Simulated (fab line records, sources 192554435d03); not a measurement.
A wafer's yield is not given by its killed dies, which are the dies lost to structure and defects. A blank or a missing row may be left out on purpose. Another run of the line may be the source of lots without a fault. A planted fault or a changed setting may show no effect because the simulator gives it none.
fab line records + flow n5_finfet + part 2 of 2: steps 19 to 23 of 23
[record]
- lots = 5
- wafers = 15
- last_day = 17
route steps=1938 shown BEOL_M15@1807
lots untouched by any fault: they come from a run of this same line in which no faults occurred
start_h: hours from the record's opening day to when the first of the lot's shown wafers began + wait_h: hours since the lot's step before + " same as the row above + L1.1+2: a row that stands for several wafers + - no value, or no start was given + * or withheld: withheld + < > ~ a bound
route shown NAME@n: a module of which the file shows steps, and the number in the route of the first + usual: mean/standard deviation taken from wafers without a fault + same: alike in all rows + chamber/n: place in a boat + sites: readings site by site + _std_site: how widely they spread, as a standard deviation + _edge_site: mean of outer sites minus mean of inner sites + radius_mm: for every site, how far away it sits from the centre of the wafer + mask NAME#n: copy n + behind: the tool/chamber that last shaped the wafer + hold: reason for holding the lot/hours on hold/outcome of the hold + device: the transistor (n, p or np) that didn't switch + end of line: the route-end tests of the same wafers + a step without rows: its recipe alone + killed: the dies lost at the first sort to structure and to defects; this is not the yield of the wafer + map: dies across one wafer; x = killed, . = not, _ = none there
set.NAME: setting as actually run; set.NAME@STEP: the setting as run at that earlier step + model.NAME: the simulator's own value behind a step, which no gauge read
lots seen at some steps along the route; tables by step, rows by wafer
services: the hour from which a tool's chamber was out of use, counted from the record's first day as start_h (under 0 if before that day), plus the number of hours and why
[[steps]]
[step N5_BEOL_M15_PRE_CLEAN_52]
[recipe]
- gas = NH3
- time_s = 15
- temp_c = withheld
- rf_power_w = 300
| lot.wafer  | tool     | chamber | start_h | wait_h |
|------------|----------|---------|---------|--------|
| L075.1+2+6 | pecvd-01 | 2,1,1   | 280.96  | 0.0    |
| L080.1+4+6 | pecvd-01 | 0,1,0   | 301.01  | 0.0    |
| L088.1+2+3 | pecvd-01 | 0,2,1   | 333.87  | 0.0    |
| L092.1+4+5 | pecvd-03 | 0,1,0   | 362.96  | 0.0    |
| L097.1+2+3 | pecvd-03 | 0,2,2   | 395.18  | 0.0    |
[step N5_BEOL_M15_DEP_53]
[recipe]
- material = SiCN
- target_thk_a = 500
- temp_c = withheld
- precursor = 3MS/NH3
- pressure_torr = 3
- rf_w = 675
- time_s = 17.8
[usual]
- showerhead_plenum_p_Torr = 4.16/0.038
- throttle_valve_pct = 18.1/0.96
| lot.wafer | tool     | chamber | start_h | wait_h | showerhead_plenum_p_Torr | throttle_valve_pct |
|-----------|----------|---------|---------|--------|--------------------------|--------------------|
| L075.1    | pecvd-01 | 2       | 280.98  | 0.0    | 4.10                     | 17.0               |
| L075.2    | "        | 1       | "       | "      | 4.21                     | 19.1               |
| L075.6    | "        | 1       | "       | "      | 4.21                     | 18.8               |
| L080.1    | pecvd-01 | 0       | 301.03  | 0.0    | 4.11                     | 18.5               |
| L080.4    | "        | 1       | "       | "      | 4.21                     | 18.6               |
| L080.6    | "        | 0       | "       | "      | 4.12                     | 18.7               |
| L088.1    | pecvd-01 | 0       | 333.89  | 0.0    | 4.10                     | 18.6               |
| L088.2    | "        | 2       | "       | "      | 4.11                     | 17.4               |
| L088.3    | "        | 1       | "       | "      | 4.22                     | 18.9               |
| L092.1    | pecvd-03 | 0       | 363.00  | 0.0    | 4.19                     | 18.7               |
| L092.4    | "        | 1       | "       | "      | 4.13                     | 16.9               |
| L092.5    | "        | 0       | "       | "      | 4.20                     | 19.0               |
| L097.1    | pecvd-03 | 0       | 395.21  | 0.0    | 4.19                     | 19.1               |
| L097.2    | "        | 2       | "       | "      | 4.17                     | 16.3               |
| L097.3    | "        | 2       | "       | "      | 4.17                     | 16.1               |
[step N5_BEOL_M15_RS_MEAS_54]
[recipe]
- thk_meas_gauge = four-point-probe
- reads = Cu_of_BEOL_M15_ECD_47+Ta_of_BEOL_M15_SPUTTER_44+TaN_of_BEOL_M15_SPUTTER_43
[usual]
- M15_RS = 0.0215/0.00045
| lot.wafer | tool          | chamber | start_h | wait_h | M15_RS[ohm/sq] |
|-----------|---------------|---------|---------|--------|----------------|
| L075.1    | film_metro-01 | -       | 281.05  | 0.0    | 0.0212         |
| L075.2    | "             | -       | "       | "      | 0.0219         |
| L075.6    | "             | -       | "       | "      | 0.0208         |
| L080.1    | film_metro-01 | -       | 301.10  | 0.0    | 0.0217         |
| L080.4    | "             | -       | "       | "      | 0.0216         |
| L080.6    | "             | -       | "       | "      | 0.0217         |
| L088.1    | film_metro-01 | -       | 333.96  | 0.0    | 0.0211         |
| L088.2    | "             | -       | "       | "      | 0.0214         |
| L088.3    | "             | -       | "       | "      | 0.0219         |
| L092.1    | film_metro-02 | -       | 363.09  | 0.1    | 0.0210         |
| L092.4    | "             | -       | "       | "      | 0.0220         |
| L092.5    | "             | -       | "       | "      | 0.0212         |
| L097.1    | film_metro-02 | -       | 395.30  | 0.1    | 0.0207         |
| L097.2    | "             | -       | "       | "      | 0.0209         |
| L097.3    | "             | -       | "       | "      | 0.0212         |
[step N5_BEOL_M15_INSPECT_55]
[recipe]
- inspect_instrument = darkfield
- mode = post_dep
[usual]
- raw_defect_count = 78/26
| lot.wafer | tool              | chamber | start_h | wait_h | raw_defect_count |
|-----------|-------------------|---------|---------|--------|------------------|
| L075.1    | defect_inspect-02 | -       | 281.08  | 0.0    | 53               |
| L075.2    | "                 | -       | "       | "      | 66               |
| L075.6    | "                 | -       | "       | "      | 46               |
| L080.1    | defect_inspect-02 | -       | 301.13  | 0.0    | 53               |
| L080.4    | "                 | -       | "       | "      | 54               |
| L080.6    | "                 | -       | "       | "      | 61               |
| L088.1    | defect_inspect-02 | -       | 333.99  | 0.0    | 86               |
| L088.2    | "                 | -       | "       | "      | 63               |
| L088.3    | "                 | -       | "       | "      | 100              |
| L092.1    | defect_inspect-02 | -       | 363.11  | 0.0    | 85               |
| L092.4    | "                 | -       | "       | "      | 70               |
| L092.5    | "                 | -       | "       | "      | 70               |
| L097.1    | defect_inspect-02 | -       | 395.32  | 0.0    | 102              |
| L097.2    | "                 | -       | "       | "      | 94               |
| L097.3    | "                 | -       | "       | "      | 57               |
[step N5_BEOL_M15_RC_MEAS_101]
[usual]
- COMB_M10 = 1.39e-11/2.6e-12
- COMB_M11 = 1.5e-11/3.3e-12
- COMB_M12 = 6.8e-12/1.5e-12
- COMB_M13 = 5.3e-12/1.2e-12
- COMB_M14 = 3.9e-12/1.1e-12
- COMB_M15 = 2.8e-12/8.1e-13
- COMB_M5 = 3.7e-11/6.6e-12
- COMB_M6 = 2.6e-11/5.1e-12
- COMB_M7 = 2.6e-11/5e-12
- COMB_M8 = 2.5e-11/4.6e-12
- COMB_M8_max_site = 3.7e-11/7.8e-12
- COMB_M9 = 1.5e-11/3.4e-12
- SERP_M10 = 3.10/0.072
- SERP_M11 = 3.08/0.079
- SERP_M12 = 0.638/0.015
- SERP_M13 = 0.309/0.007
- SERP_M13_max_site = 0.313/0.0072
- SERP_M14 = 0.1620/0.003
- SERP_M5 = 38.5/1.6
- SERP_M5_max_site = 39.9/1.6
- SERP_M6 = 14.1/0.49
- SERP_M7 = 14.1/0.49
- SERP_M8 = 14.0/0.46
- SERP_M9 = 3.08/0.087
| lot.wafer | tool      | chamber | start_h | wait_h | COMB_M10[S/m] | COMB_M11[S/m] | COMB_M12[S/m] | COMB_M13[S/m] | COMB_M14[S/m] | COMB_M15[S/m] | COMB_M5[S/m] | COMB_M6[S/m] | COMB_M7[S/m] | COMB_M8[S/m] | COMB_M8_max_site[S/m] | COMB_M9[S/m] | SERP_M10[ohm/um] | SERP_M11[ohm/um] | SERP_M12[ohm/um] | SERP_M13[ohm/um] | SERP_M13_max_site[ohm/um] | SERP_M14[ohm/um] | SERP_M5[ohm/um] | SERP_M5_max_site[ohm/um] | SERP_M6[ohm/um] | SERP_M7[ohm/um] | SERP_M8[ohm/um] | SERP_M9[ohm/um] |
|-----------|-----------|---------|---------|--------|---------------|---------------|---------------|---------------|---------------|---------------|--------------|--------------|--------------|--------------|-----------------------|--------------|------------------|------------------|------------------|------------------|---------------------------|------------------|-----------------|--------------------------|-----------------|-----------------|-----------------|-----------------|
| L075.1    | prober-02 | 0       | 281.10  | 0.0    | 1.28e-11      | 1.3e-11       | 4.5e-12       | 4.3e-12       | 2.4e-12       | 2.4e-12       | 4e-11        | 2.4e-11      | 3.1e-11      | 1.5e-11      | 1.9e-11               | 1.5e-11      | 3.02             | 2.97             | 0.623            | 0.314            | 0.319                     | 0.1624           | 38.2            | 39.3                     | 14.7            | 13.4            | 14.4            | 3.03            |
| L075.2    | "         | 0       | "       | "      | 1.38e-11      | 1.4e-11       | 5.2e-12       | 3.4e-12       | 3.9e-12       | 2.5e-12       | 3.3e-11      | 2.8e-11      | 1.9e-11      | 1.8e-11      | 2.3e-11               | 1.7e-11      | 3.14             | 3.11             | 0.626            | 0.309            | 0.310                     | 0.1647           | 38.2            | 39.9                     | 14.1            | 13.8            | 13.7            | 3.00            |
| L075.6    | "         | 0       | "       | "      | 1.23e-11      | 1.7e-11       | 7.6e-12       | 4.8e-12       | 4.1e-12       | 2.2e-12       | 3.9e-11      | 2.5e-11      | 2.2e-11      | 2.1e-11      | 3.5e-11               | 1.2e-11      | 3.03             | 3.08             | 0.625            | 0.303            | 0.305                     | 0.1688           | 37.3            | 38.1                     | 13.8            | 13.7            | 13.5            | 3.07            |
| L080.1    | prober-02 | 0       | 301.15  | 0.0    | 1.34e-11      | 1.3e-11       | 6.8e-12       | 5.7e-12       | 3.1e-12       | 2.5e-12       | 3.6e-11      | 2.8e-11      | 2.2e-11      | 2e-11        | 4e-11                 | 1.5e-11      | 3.20             | 2.86             | 0.614            | 0.309            | 0.312                     | 0.1660           | 38.6            | 40.6                     | 14.1            | 13.8            | 14.2            | 3.17            |
| L080.4    | "         | 0       | "       | "      | 1.53e-11      | 1.6e-11       | 7.1e-12       | 4.5e-12       | 3.3e-12       | 2e-12         | 3.1e-11      | 3.7e-11      | 1.8e-11      | 2.6e-11      | 3.6e-11               | 1.2e-11      | 3.12             | 3.05             | 0.625            | 0.308            | 0.312                     | 0.1630           | 36.5            | 36.6                     | 13.9            | 13.6            | 14.3            | 3.04            |
| L080.6    | "         | 0       | "       | "      | 9e-12         | 1.9e-11       | 4.1e-12       | 5.2e-12       | 3.9e-12       | 1.7e-12       | 4.7e-11      | 2.5e-11      | 3.2e-11      | 2.5e-11      | 3.1e-11               | 1.6e-11      | 3.16             | 2.99             | 0.617            | 0.303            | 0.309                     | 0.1629           | 40.1            | 41.6                     | 13.2            | 13.2            | 14.4            | 2.98            |
| L088.1    | prober-01 | 0       | 334.01  | 0.0    | 1.22e-11      | 1.5e-11       | 6.2e-12       | 5.5e-12       | 4.4e-12       | 3.6e-12       | 5.2e-11      | 3.3e-11      | 2.3e-11      | 2.2e-11      | 3.3e-11               | 1.2e-11      | 3.10             | 3.13             | 0.643            | 0.311            | 0.317                     | 0.1645           | 37.9            | 40.6                     | 13.6            | 15.1            | 13.0            | 3.11            |
| L088.2    | "         | 0       | "       | "      | 1.25e-11      | 1.5e-11       | 7.1e-12       | 8.6e-12       | 6.4e-12       | 3.4e-12       | 4.9e-11      | 3e-11        | 2.1e-11      | 2.9e-11      | 4.3e-11               | 1.3e-11      | 3.27             | 3.03             | 0.635            | 0.318            | 0.321                     | 0.1641           | 38.1            | 38.9                     | 13.9            | 14.2            | 14.0            | 3.06            |
| L088.3    | "         | 0       | "       | "      | 1.53e-11      | 1.6e-11       | 8.7e-12       | 6.2e-12       | 4.7e-12       | 3.1e-12       | 4e-11        | 3.9e-11      | 2.5e-11      | 2.5e-11      | 3.4e-11               | 1.5e-11      | 3.04             | 3.06             | 0.640            | 0.306            | 0.308                     | 0.1586           | 36.9            | 39.2                     | 13.1            | 13.6            | 13.7            | 3.13            |
| L092.1    | prober-02 | 0       | 363.14  | 0.0    | 1.31e-11      | 1.2e-11       | 4.6e-12       | 4.1e-12       | 3.5e-12       | 2.1e-12       | 3.4e-11      | 2.4e-11      | 2.3e-11      | 2.5e-11      | 4.5e-11               | 1.6e-11      | 3.14             | 3.19             | 0.620            | 0.309            | 0.313                     | 0.1668           | 37.0            | 38.2                     | 14.6            | 12.2            | 13.8            | 3.26            |
| L092.4    | "         | 0       | "       | "      | 1.08e-11      | 1.5e-11       | 7.4e-12       | 5.2e-12       | 3.5e-12       | 2.2e-12       | 2.7e-11      | 2.4e-11      | 2.2e-11      | 3.1e-11      | 4e-11                 | 1.4e-11      | 3.11             | 3.18             | 0.612            | 0.323            | 0.327                     | 0.1639           | 40.4            | 41.5                     | 14.2            | 13.6            | 14.7            | 3.08            |
| L092.5    | "         | 0       | "       | "      | 9.3e-12       | 2e-11         | 6.5e-12       | 4.9e-12       | 2.4e-12       | 2.1e-12       | 3.9e-11      | 2e-11        | 1.7e-11      | 2.2e-11      | 3.7e-11               | 1.8e-11      | 3.11             | 3.05             | 0.628            | 0.302            | 0.305                     | 0.1601           | 35.3            | 38.0                     | 14.8            | 13.4            | 14.3            | 3.04            |
| L097.1    | prober-01 | 0       | 395.35  | 0.0    | 1.42e-11      | 1.6e-11       | 1.05e-11      | 6.1e-12       | 6.1e-12       | 3.7e-12       | 3.8e-11      | 3.7e-11      | 2.9e-11      | 2.7e-11      | 4.4e-11               | 1.6e-11      | 3.19             | 3.03             | 0.627            | 0.306            | 0.309                     | 0.1585           | 41.2            | 42.5                     | 14.7            | 13.2            | 15.2            | 3.01            |
| L097.2    | "         | 0       | "       | "      | 1.3e-11       | 1.4e-11       | 7.1e-12       | 5e-12         | 5.3e-12       | 3.3e-12       | 3.9e-11      | 2.6e-11      | 3.4e-11      | 3.1e-11      | 4.3e-11               | 1.4e-11      | 3.10             | 3.17             | 0.629            | 0.309            | 0.312                     | 0.1590           | 39.0            | 39.7                     | 14.9            | 14.6            | 13.9            | 3.03            |
| L097.3    | "         | 0       | "       | "      | 1.27e-11      | 1.4e-11       | 9.3e-12       | 4.5e-12       | 4.6e-12       | 4e-12         | 3.3e-11      | 3.1e-11      | 3.1e-11      | 3.4e-11      | 4.7e-11               | 1.6e-11      | 3.15             | 3.07             | 0.631            | 0.302            | 0.307                     | 0.1634           | 41.5            | 43.2                     | 14.4            | 13.6            | 14.8            | 3.09            |
[[services]]
| tool           | chamber | start_h | hours | kind   |
|----------------|---------|---------|-------|--------|
| rie_diel-04    | 3       | 256.08  | 4.6   | repair |
| rie_diel-04    | -       | 270.47  | 28.1  | pm     |
| cmp-01         | -       | 280.40  | 2.6   | repair |
| cmp-04         | -       | 281.58  | 5.7   | pm     |
| rie_diel-02    | 3       | 286.50  | 12.4  | repair |
| wet_bench-01   | -       | 290.19  | 1.1   | repair |
| pecvd-03       | -       | 292.21  | 0.6   | repair |
| rie_diel-04    | 2       | 300.05  | 8.2   | repair |
| rie_diel-06    | 2       | 315.03  | 5.0   | repair |
| ecd_cu-02      | -       | 323.40  | 3.8   | repair |
| cmp-01         | -       | 328.49  | 3.4   | repair |
| rie_diel-04    | 2       | 334.34  | 3.7   | repair |
| rtp_anneal-01  | -       | 347.93  | 8.7   | pm     |
| cmp-04         | -       | 349.95  | 4.0   | pm     |
| pecvd-03       | 2       | 351.28  | 5.5   | repair |
| cmp-04         | -       | 359.02  | 0.5   | repair |
| rie_diel-06    | 2       | 364.29  | 10.0  | repair |
| rie_diel-06    | -       | 368.95  | 1.7   | repair |
| wet_bench-01   | -       | 380.49  | 2.7   | repair |
| wet_bench-06   | -       | 383.44  | 1.9   | pm     |
| rtp_anneal-02  | -       | 384.82  | 4.0   | pm     |
| rie_diel-04    | 3       | 386.30  | 19.0  | repair |
| rie_diel-02    | -       | 389.42  | 14.6  | pm     |
| pvd_sputter-03 | -       | 390.12  | 2.8   | repair |
